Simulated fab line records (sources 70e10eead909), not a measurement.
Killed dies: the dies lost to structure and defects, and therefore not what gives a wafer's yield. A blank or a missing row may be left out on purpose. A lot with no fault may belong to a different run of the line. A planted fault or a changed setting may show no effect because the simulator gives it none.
fab line records	flow nandHarc
[record] lots = 12	wafers = 36	lastDay = 33
route steps=1302 shown A_SGD_CUT@919 A_SLIT@923 A_WL_FILL@952 END@1302
lots that met no fault: from a run of the same line without faults
startH: hours from the record's first day to the start of the lot's first wafer shown	waitH: how many hours have passed since the lot's step before this one	" repeats the value in the row above	L1.1+2: a row that stands for several wafers	- value missing, or start not given	* or withheld: withheld	< > ~ a bound
route shown NAME@n: NAME is a module with steps in the file, n the number in the route of the first one	usual: average and standard deviation across the fault-free wafers	same: alike in all rows	chamber/n: place in a boat	sites: per-site readings	_std_site: their standard deviation	_edge_site: the outer-site mean with the inner-site mean subtracted	radiusMm: how far each site lies from the wafer's centre	mask NAME#n: copy n	behind: the tool/chamber that last shaped the wafer	hold: reason for holding the lot/hours on hold/outcome of the hold	device: the n, p or np transistor that did not switch	end of line: the same wafers' tests at the end of the route	where a step has no rows: the recipe by itself	killed: dies lost to structure and defects at the first sort, not the wafer's yield	map: dies across one wafer; x = killed, . = not, _ = none there
set.NAME: the setting as run; set.NAME@STEP: as run at that earlier step	model.NAME: the simulator's own value behind a step, which no gauge read
a sample of lots followed through the steps of the route, with each step as a table and each wafer as a row
services: a tool's chamber out of use, with start hour (startH, from the record's first day; less than 0 if before it), hours out, and reason
[[steps]]
[step NHARC_A_SGD_CUT_ETCHBACK_24]
[recipe] targetDepthA = 500	overEtchFrac = 0.3	timeS = 92.857	ionEnergyEv = 120	ch3fFlowSccm = 50	o2FlowSccm = 30	arFlowSccm = 200	rfW = 500	biasW = 100	chemistry = CH3F/O2
[usual] biasW = 100.04/0.27	drypumpMotorCurrentA = 5.7/0.51	oesProductAu = 0.97/0.031	rfVppV = 243.9/1.4	showerheadPlenumPTorr = 2.43/0.084	throttleValvePct = 20.663/0.0088
lot.wafer	tool	chamber	startH	waitH	biasW	drypumpMotorCurrentA	oesProductAu	rfHoursCounterH	rfVppV	showerheadPlenumPTorr	throttleValvePct
L806.1	rieDiel-13	2	451.31	0.1	99.63	5.7	0.95	5.2	242.7	2.39	20.664
L806.3	"	3	"	"	100.02	4.9	0.94	3.9	242.4	2.32	20.655
L806.6	"	3	"	"	100.35	5.0	0.95	-	242.6	2.32	20.658
L805.1	rieDiel-13	2	451.41	0.2	99.75	5.7	0.93	5.2	245.5	2.39	20.669
L805.2	"	3	"	"	99.84	4.9	0.93	3.9	243.0	2.32	20.666
L805.6	"	2	"	"	100.29	5.7	0.93	-	241.9	2.39	20.657
L807.3	rieDiel-02	3	467.48	0.1	100.04	5.3	1.00	2.6	244.3	2.45	20.679
L807.4	"	1	"	"	100.42	5.4	0.99	2.5	245.7	2.56	20.670
L807.2	"	2	"	"	100.36	5.6	1.00	2.3	246.4	2.64	20.685
L808.1	rieDiel-12	0	472.48	0.2	100.08	6.5	0.99	1.9	244.9	2.54	20.658
L808.6	"	2	"	"	99.76	5.7	1.00	-	243.4	2.40	20.663
L808.5	"	3	"	"	100.00	6.1	1.00	-	245.3	2.38	20.672
L810.2	rieDiel-13	3	481.36	0.1	100.05	5.0	1.00	6.4	242.9	2.32	20.669
L810.6	"	3	"	"	100.23	5.0	0.99	-	242.3	2.32	20.654
L810.5	"	0	"	"	99.86	6.5	0.99	-	243.3	2.35	20.655
L813.4	rieDiel-02	2	522.85	0.2	100.36	5.6	1.00	4.5	247.5	2.64	20.662
L813.2	"	0	"	"	99.96	6.1	0.98	5.0	242.3	2.35	20.673
L813.1	"	1	"	"	99.94	5.4	0.98	4.8	245.4	2.56	20.674
L817.2	rieDiel-02	3	558.76	0.1	100.19	5.3	0.93	7.3	242.9	2.45	20.658
L817.1	"	0	"	"	99.45	6.1	0.92	7.0	242.0	2.35	20.670
L817.3	"	2	"	"	100.37	5.6	0.93	6.3	246.9	2.63	20.674
L826.2	rieDiel-12	0	640.64	0.1	99.94	6.5	0.90	1.1	244.5	2.54	20.648
L826.1	"	3	"	"	100.35	6.1	0.92	1.5	243.3	2.37	20.667
L826.5	"	0	"	"	100.11	6.5	0.91	-	246.4	2.54	20.678
L825.1	rieDiel-02	0	640.66	0.2	99.80	6.1	0.93	3.1	242.6	2.35	20.655
L825.4	"	2	"	"	100.00	5.6	0.92	2.8	248.1	2.63	20.680
L825.6	"	3	"	"	100.37	5.3	0.93	-	245.0	2.45	20.660
L824.1	rieDiel-13	3	640.67	0.2	99.73	4.9	0.97	6.6	243.4	2.32	20.655
L824.6	"	1	"	"	100.42	5.2	0.96	-	243.2	2.46	20.660
L824.5	"	2	"	"	100.26	5.6	0.97	-	243.2	2.39	20.670
L827.3	rieDiel-13	1	640.81	0.1	100.43	5.2	1.01	8.1	244.1	2.46	20.651
L827.1	"	2	"	"	99.99	5.6	1.02	7.2	243.8	2.39	20.659
L827.6	"	1	"	"	100.61	5.2	1.00	-	243.6	2.46	20.658
L828.2	rieDiel-02	2	677.06	0.2	100.01	5.6	0.99	3.7	245.0	2.63	20.669
L828.4	"	0	"	"	99.84	6.1	1.00	4.3	243.4	2.35	20.665
L828.1	"	1	"	"	99.74	5.3	1.01	4.1	247.3	2.55	20.670
[step NHARC_A_SGD_CUT_STRIP_28]
[recipe] timeS = 20	o2FlowSccm = 500	arFlowSccm = 0	biasW = 0	chemistry = O2
[usual] drypumpMotorCurrentA = 5.7/0.52	oesProductAu = 0.999/0.008	rfVppV = 57.7/0.88	showerheadPlenumPTorr = 3.49/0.12	throttleValvePct = 17.036/0.0092
[same] biasW = 0
lot.wafer	tool	chamber	startH	waitH	drypumpMotorCurrentA	oesProductAu	rfHoursCounterH	rfVppV	showerheadPlenumPTorr	throttleValvePct
L806.3	rieDiel-13	2	-	-	5.7	1.000	5.3	57.8	3.43	17.029
L806.1	"	1	"	"	5.2	0.998	6.0	58.0	3.54	17.045
L806.6	"	2	"	"	5.7	0.986	-	57.4	3.43	17.051
L805.1	rieDiel-13	2	-	-	5.6	1.002	5.3	58.4	3.43	17.028
L805.2	"	3	"	"	4.9	1.012	4.0	57.6	3.34	17.036
L805.6	"	2	"	"	5.7	1.004	-	58.4	3.43	17.038
L807.4	rieDiel-02	2	-	-	5.6	1.005	2.3	57.3	3.77	17.051
L807.3	"	3	"	"	5.3	1.006	2.7	58.9	3.52	17.047
L807.2	"	0	"	"	6.1	0.992	2.4	58.3	3.38	17.043
L808.1	rieDiel-12	1	-	-	5.2	0.998	1.9	57.1	3.48	17.050
L808.5	"	3	"	"	6.1	0.997	-	58.5	3.42	17.021
L808.6	"	0	"	"	6.5	0.995	-	57.7	3.64	17.016
L810.2	rieDiel-13	3	-	-	4.9	1.009	6.4	57.7	3.34	17.052
L810.5	"	3	"	"	4.9	1.001	-	56.5	3.34	17.016
L810.6	"	0	"	"	6.5	1.010	-	57.7	3.38	17.035
L813.1	rieDiel-02	0	-	-	6.1	1.003	5.0	58.3	3.38	17.020
L813.4	"	1	"	"	5.4	0.999	4.9	58.6	3.66	17.040
L813.2	"	3	"	"	5.3	1.015	5.3	56.1	3.52	17.032
L817.1	rieDiel-02	2	-	-	5.6	0.997	6.4	59.7	3.77	17.049
L817.3	"	0	"	"	6.1	0.989	7.1	57.0	3.38	17.040
L817.2	"	1	"	"	5.4	0.989	6.8	58.6	3.66	17.035
L826.1	rieDiel-12	0	-	-	6.5	0.992	1.1	58.6	3.64	17.035
L826.2	"	1	"	"	5.1	0.988	1.0	57.6	3.48	17.041
L826.5	"	0	"	"	6.5	0.986	-	57.9	3.64	17.027
L825.1	rieDiel-02	1	-	-	5.4	0.995	2.9	58.7	3.66	17.044
L825.4	"	0	"	"	6.1	0.993	3.1	57.5	3.37	17.029
L825.6	"	1	"	"	5.4	1.000	-	57.0	3.66	17.033
L824.1	rieDiel-13	0	-	-	6.5	0.992	7.6	57.5	3.37	17.028
L824.6	"	2	"	"	5.7	1.017	-	57.8	3.43	17.030
L824.5	"	3	"	"	4.9	1.016	-	57.1	3.33	17.044
L827.3	rieDiel-13	0	-	-	6.5	1.000	7.6	57.9	3.37	17.059
L827.1	"	3	"	"	4.9	1.011	6.7	57.9	3.34	17.037
L827.6	"	0	"	"	6.5	0.997	-	57.9	3.37	17.037
L828.2	rieDiel-02	3	-	-	5.3	0.997	3.9	57.6	3.51	17.035
L828.4	"	0	"	"	6.1	1.007	4.3	56.7	3.37	17.042
L828.1	"	1	"	"	5.3	1.008	4.1	57.2	3.66	17.026
[step NHARC_A_SLIT_DEP_00]
[recipe] targetThkA = 62000	tempC = 400	material = aC
[usual] throttleValvePct = 35.000/0.0092
lot.wafer	tool	chamber	startH	waitH	throttleValvePct
L806.1	aclDep-03	0	451.99	-	35.004
L806.3	"	0	453.24	-	35.001
L806.6	"	0	455.11	-	34.995
L805.1	aclDep-01	0	452.04	-	35.000
L805.2	"	0	"	"	34.989
L805.6	"	0	455.19	-	34.995
L807.2	aclDep-02	0	472.33	-	34.995
L807.3	"	0	"	"	35.009
L807.4	"	0	"	"	35.002
L808.1	aclDep-01	0	473.10	-	34.987
L808.5	"	0	475.61	-	35.020
L808.6	"	0	"	"	34.997
L810.2	aclDep-03	0	482.63	-	35.012
L810.5	"	0	484.49	-	35.004
L810.6	"	0	"	"	35.015
L813.1	aclDep-03	0	523.50	-	35.004
L813.2	"	0	"	"	34.979
L813.4	"	0	525.41	-	35.007
L817.1	aclDep-02	0	561.68	-	35.002
L817.2	"	0	"	"	34.992
L817.3	"	0	"	"	35.008
L824.1	aclDep-02	0	641.29	-	35.005
L824.5	"	0	643.81	-	34.986
L824.6	"	0	"	"	34.998
L826.1	aclDep-01	0	641.29	-	34.995
L826.2	"	0	"	"	34.983
L826.5	"	0	643.79	-	34.999
L825.1	aclDep-03	0	641.30	-	35.001
L825.4	"	0	643.16	-	35.000
L825.6	"	0	644.40	-	34.999
L827.1	aclDep-03	0	645.02	-	34.994
L827.3	"	0	646.27	-	34.980
L827.6	"	0	648.16	-	35.002
L828.1	aclDep-01	0	678.21	-	35.008
L828.2	"	0	"	"	34.980
L828.4	"	0	680.10	-	35.015
[step NHARC_A_WL_FILL_ALD_00]
[recipe] targetThkA = 30	pulseTimeS = 3	aldCycles = 30	tempC = 300	material = Al2O3
[usual] aldCycles = 30/0	heaterPowerW = 485/56	precursorPulseHeightRel = 0.999/0.021
lot.wafer	tool	chamber	startH	waitH	aldCycles	heaterPowerW	precursorPulseHeightRel
L805.1	aldHk-02	3	469.47	0.1	30	492	0.998
L805.2	"	1	"	"	30	463	1.013
L805.6	"	0	"	"	30	445	1.005
L806.3	aldHk-01	3	469.53	0.1	30	444	1.016
L806.1	"	0	"	"	30	476	1.035
L806.6	"	1	"	"	30	465	0.975
L807.4	aldHk-04	3	489.40	0.1	30	597	0.998
L807.3	"	0	"	"	30	452	1.012
L807.2	"	1	"	"	30	490	0.976
L808.1	aldHk-02	2	493.36	0.1	30	384	0.975
L808.6	"	0	"	"	30	442	0.989
L808.5	"	1	"	"	30	477	1.006
L810.2	aldHk-01	1	503.18	0.1	30	482	1.004
L810.6	"	3	"	"	30	442	1.014
L810.5	"	0	"	"	30	447	0.980
L813.4	aldHk-01	3	541.86	0.3	30	431	1.029
L813.2	"	0	"	"	30	456	0.968
L813.1	"	1	"	"	30	476	0.989
L817.1	aldHk-01	0	579.31	0.4	33	442	0.975
L817.2	"	1	"	"	30	475	0.990
L817.3	"	3	"	"	33	439	0.984
L826.1	aldHk-04	2	659.06	0.1	30	475	1.002
L826.2	"	1	"	"	30	474	0.980
L826.5	"	2	"	"	30	486	0.990
L825.4	aldHk-04	0	662.67	0.1	30	432	0.976
L825.1	"	2	"	"	30	481	1.003
L825.6	"	1	"	"	30	483	1.005
L824.1	aldHk-04	2	662.86	0.2	30	488	0.984
L824.6	"	1	"	"	30	471	0.984
L824.5	"	2	"	"	30	481	0.987
L827.3	aldHk-04	0	674.59	0.2	30	434	1.012
L827.1	"	3	"	"	30	589	0.983
L827.6	"	0	"	"	30	435	1.024
L828.2	aldHk-01	2	695.28	0.1	30	572	1.012
L828.1	"	3	"	"	30	439	1.012
L828.4	"	0	"	"	30	455	1.012
[step NHARC_END_SORT_01]
[recipe] tempC = 25
[usual] killedAtArray = 46/15	killedAtOther = 0.8/1.1	killedAtPeriphery = 4.0/2.9	killedDies = 50/15	killedOpen = 3.2/1.8	killedShort = 2.3/1.6
[same] grossDies = 677
lot.wafer	tool	chamber	startH	waitH	killedAtArray	killedAtOther	killedAtPeriphery	killedDies	killedOpen	killedShort
L807.2	prober-02	0	585.48	2.8	54	0	4	58	4	4
L807.3	prober-02	0	586.29	3.1	44	0	2	46	1	2
L807.4	prober-02	0	587.10	3.4	46	0	0	46	3	3
L817.1	prober-01	0	675.27	2.5	27	0	1	28	2	0
L817.2	prober-01	0	676.07	2.8	45	0	1	46	6	1
L817.3	prober-01	0	676.86	3.1	40	0	1	41	2	1
// killed by level:class
L807.2 A_CHANNEL_HOLE_D1:chamberFilmFlake=22 A_CHANNEL_HOLE_D2:chamberFilmFlake=7 A_SGD_CUT:chamberFilmFlake=7 A_WL_FILL:geometricParticle:short=3 A_CHANNEL_FILL_D1:chamberFilmFlake=3 P_ZERO_WELL:chamberFilmFlake=2 A_STAIRCASE:chamberFilmFlake=2 A_CONTACT:chamberFilmFlake=2
L807.3 A_CHANNEL_HOLE_D1:chamberFilmFlake=22 A_CHANNEL_HOLE_D2:chamberFilmFlake=5 A_CHANNEL_FILL_D1:chamberFilmFlake=4 A_STAIRCASE:chamberFilmFlake=3 A_SGD_CUT:chamberFilmFlake=3 P_GATE:chamberFilmFlake=2 A_WL_FILL:chamberFilmFlake=2 A_CHANNEL_HOLE_D1:geometricParticle:short=1
L807.4 A_CHANNEL_HOLE_D1:chamberFilmFlake=18 A_CHANNEL_HOLE_D2:chamberFilmFlake=7 A_SGD_CUT:chamberFilmFlake=7 A_CONTACT:chamberFilmFlake=3 A_CHANNEL_FILL_D1:geometricParticle:open=2 A_STAIRCASE:chamberFilmFlake=2 A_M1:chamberFilmFlake=2 A_CHANNEL_FILL_D1:geometricParticle:short=1
L817.1 A_CHANNEL_HOLE_D2:chamberFilmFlake=10 A_CONTACT:chamberFilmFlake=3 A_BLC:chamberFilmFlake=3 A_CHANNEL_HOLE_D1:chamberFilmFlake=2 A_CHANNEL_FILL_D1:chamberFilmFlake=2 A_ONON_D1:geometricParticle:open=1 A_SLIT:geometricParticle:open=1 P_M0:chamberFilmFlake=1
L817.2 A_CHANNEL_HOLE_D2:chamberFilmFlake=17 A_BLC:chamberFilmFlake=8 A_CHANNEL_HOLE_D1:chamberFilmFlake=5 A_CONTACT:chamberFilmFlake=4 A_SLIT:chamberFilmFlake=3 A_ONON_D1:geometricParticle:open=2 A_SGD_CUT:geometricParticle:open=2 A_DECK1_JOINT:geometricParticle:open=1
L817.3 A_CHANNEL_HOLE_D2:chamberFilmFlake=11 A_CONTACT:chamberFilmFlake=7 A_BLC:chamberFilmFlake=6 A_CHANNEL_HOLE_D1:chamberFilmFlake=5 A_DECK1_JOINT:chamberFilmFlake=4 A_STAIRCASE:chamberFilmFlake=2 A_SLIT:chamberFilmFlake=2 P_M1:geometricParticle:open=1
[[services]]
tool	chamber	startH	hours	kind
aldHk-04	-	437.59	10.0	pm
rieDiel-12	-	445.40	9.0	pm
rieDiel-02	0	449.94	10.9	repair
aclDep-01	-	467.36	4.6	repair
aldHk-01	-	477.54	10.0	pm
aclDep-03	-	487.87	13.0	pm
rieDiel-12	2	491.65	2.8	repair
rieDiel-02	2	514.27	4.9	repair
rieDiel-13	1	517.50	1.8	repair
rieDiel-13	-	519.00	9.0	pm
aclDep-01	-	549.33	13.0	pm
rieDiel-12	1	554.42	7.1	repair
rieDiel-12	2	554.98	1.9	repair
rieDiel-12	-	561.29	0.2	repair
rieDiel-02	-	570.70	9.0	pm
rieDiel-13	-	595.37	2.4	repair
aclDep-02	-	606.83	13.0	pm
aldHk-04	-	615.59	10.0	pm
rieDiel-12	-	622.40	9.0	pm
aldHk-04	-	635.20	1.0	repair
rieDiel-13	-	645.25	1.0	repair
rieDiel-13	2	646.59	5.3	repair
aldHk-01	-	655.54	10.0	pm
aclDep-03	-	669.60	13.0	pm
[[key]]
[firstSign] step = NHARC_A_WL_FILL_ALD_00	reading = aldCycles	direction = up	sigmas = 99+	usual = 30	struck = 33
effect none on later readings
metAt NHARC_A_WL_FILL_ALD_00
struckLots L817
struckWafers L817.1,L817.3
testerLeftOut L817
notActingAt NHARC_A_SGD_CUT_ETCHBACK_24,NHARC_A_SGD_CUT_STRIP_28,NHARC_A_SLIT_DEP_00
onsetBetween 541.86 579.31
[fault] kind = processParameterDrift	tool = aldHk-01	chamber = -	onsetH = 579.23	steps = NHARC_A_WL_FILL_ALD_00	channel = aldCycles	offset = 3	shape = step	endH = 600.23	scope = struckWafersOnly	actsIn = theseRecipesOnly	stated = 30
// testerLeftOut: of these lots the tester's yield and bins aren't shown, on N5 and GAA mostly nor the transistor test; their killed dies are dies lost to structure and defects alone, not to doping, threshold or leakage, so they don't give the yield
